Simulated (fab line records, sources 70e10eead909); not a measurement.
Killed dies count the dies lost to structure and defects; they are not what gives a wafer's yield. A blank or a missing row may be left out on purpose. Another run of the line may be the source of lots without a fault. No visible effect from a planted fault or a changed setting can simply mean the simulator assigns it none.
A struck lot beside a sound one | flow nandHarc | 21 out of 1302 route steps
Sound: wafers L478.1, L478.5, L478.6. Struck: wafers L474.1, L474.3, L474.5. The cause is named last.
For every step that has rows: the tool of each side, followed by ch and its chambers, followed by its first start. Under that, the readings that differ: sound wafers | struck wafers | difference of the means | sigmas: that difference in standard deviations of wafers without a fault.
alike: readings whose means differ by less than 2 such deviations, and words and numbers that are the same on both sides. not compared: withheld readings, readings that some wafer has no value for, bounds like >300 that may hide the same value, and numbers for which the record gives no deviation and whose values overlap.
Wherever a step has rows on one side only, a row that says differs or no value, or a row with sigmas, the two part there. Non-overlapping numbers with no deviation appear without sigmas and do not part them. A reading missing from all wafers of one side parts the sides only when that side holds two or more wafers.

NHARC_A_BLC_CMP_25: polishes, t overpolish 30 s, target thk 150 nm.
  sound on cmp-01 ch 1,2, day 29 03:14; struck on cmp-04 ch 0,2, day 28 23:20
reading             | sound    | struck   | difference | sigmas
timeToEndpointS (s) | 25 28 26 | 34 33 32 | +7         | +2
  alike: motorCurrentA, overpolishRunS
following that, these wafers have no rows for 1 step: NHARC_A_BLC_SRD_27.
NHARC_A_BLC_INSPECT_28:
  sound: defectInspect-02 at day 29 03:36; struck: defectInspect-02 at day 28 23:45
  alike: rawDefectCount
then, 8 steps without rows for these wafers: NHARC_A_M0_DEP_00 (deposits SiOC, target thk 150 nm); NHARC_A_M0_DEHYDRATE_01 (time 120 s); NHARC_A_M0_HMDS_02 (time 30 s); NHARC_A_M0_COAT_33 (time 65 s); NHARC_A_M0_COAT_03 (resist thk 90 nm); NHARC_A_M0_SOFTBAKE_04 (time 55 s); NHARC_A_M0_EBR_05; NHARC_A_M0_EXPOSE_06 (exposes mask A M0, target cd 80 nm).
NHARC_A_M0_PEB_07: peb time 65 s.
  sound on lithoTrack-06 ch 0, day 29 04:25; struck on lithoTrack-01 ch 0, day 29 00:34
reading               | sound              | struck            | difference | sigmas
heaterPowerTotalW (W) | 157.0 156.8 156.1  | 152.1 152.7 151.7 | -4.5       | -10
plateTempC (C)        | 100.09 99.98 99.91 | 98.13 98.08 98.14 | -1.88      | -14
then, 1 step without rows for these wafers: NHARC_A_M0_DEVELOP_08 (develop time 35 s).
NHARC_A_M0_CD_MEAS_09: target cd 80 nm.
  sound on cdSem-03 ch 0, day 29 04:30; struck on cdSem-02 ch 0, day 29 00:39
reading   | sound          | struck         | difference | sigmas
cdNm (nm) | 79.8 81.4 80.3 | 71.8 72.2 70.8 | -8.9       | -9
NHARC_A_M0_OVL_MEAS_10: pitch 160 nm.
  sound: overlay-01 at day 29 04:35; struck: overlay-01 at day 29 00:44
  alike: overlayXNm, overlayYNm
NHARC_A_M0_INSPECT_11:
  sound: defectInspect-02 at day 29 04:37; struck: defectInspect-01 at day 29 00:46
  alike: rawDefectCount
NHARC_A_M0_DESCUM_14: chemistry O2, time 3 s.
  sound on rieDiel-08 ch 0,1,3, day 29 04:42; struck on rieDiel-09 ch 0,2, day 29 00:50
reading              | sound            | struck            | difference | sigmas
model.A_M0.cdNm (nm) | 78.89 80.97 79.3 | 72.24 73.65 71.67 | -7.20      | 
  alike: chamberPressureMTorr, drypumpMotorCurrentA, mfcArSccm, o2FlowSccm, oesProductAu, rfVppV, showerheadPlenumPTorr, throttleValvePct
  not compared: rfHoursCounterH
NHARC_A_M0_ETCH_34: etches the open film in N2/H2, target depth 40 nm, overetch 12 nm, time 43.94 s.
  sound on rieDiel-08 ch 1,2, day 29 04:47; struck on rieDiel-09 ch 1,2, day 29 00:56
  alike: chamberPressureMTorr, drypumpMotorCurrentA, h2FlowSccm, mfcArSccm, oesProductAu, rfVppV, showerheadPlenumPTorr, throttleValvePct
  not compared: rfHoursCounterH
NHARC_A_M0_ETCH_15: etches the open film in C4F8/Ar, target depth 150 nm, overetch 15 nm, time 82.5 s.
  sound on rieDiel-08 ch 0,1,2; struck on rieDiel-09 ch 0,1
reading              | sound            | struck            | difference | sigmas
model.A_M0.cdNm (nm) | 80.16 81.95 79.8 | 72.91 73.14 71.48 | -8.13      | 
  alike: chamberPressureMTorr, oesProductAu, rfVppV
  not compared: rfHoursCounterH
NHARC_A_M0_CD_MEAS_16:
  sound: cdSem-02 at day 29 04:59; struck: cdSem-03 at day 29 01:11
reading   | sound          | struck         | difference | sigmas
cdNm (nm) | 80.2 82.1 79.9 | 73.2 73.2 71.6 | -8.1       | -7
NHARC_END_SORT_01:
  sound on prober-01 ch 0, day 31 01:02; struck on prober-02 ch 0, day 30 19:57
reading           | sound | struck | difference | sigmas
killedAtPeriphery | 4 0 7 | 13 7 8 | +6         | +2
  alike: defectLimitedYield, killedAtArray, killedAtOther, killedDies, killedOpen, killedShort, sort_bin_2_pct, sort_bin_3_pct, sort_bin_4_pct, sortNPass, sortRimYieldPct, sortYieldPct

WHERE THEY PART
Last at NHARC_END_SORT_01 as far as this record goes, first at NHARC_A_BLC_CMP_25.

WHY: the cause the simulator had injected
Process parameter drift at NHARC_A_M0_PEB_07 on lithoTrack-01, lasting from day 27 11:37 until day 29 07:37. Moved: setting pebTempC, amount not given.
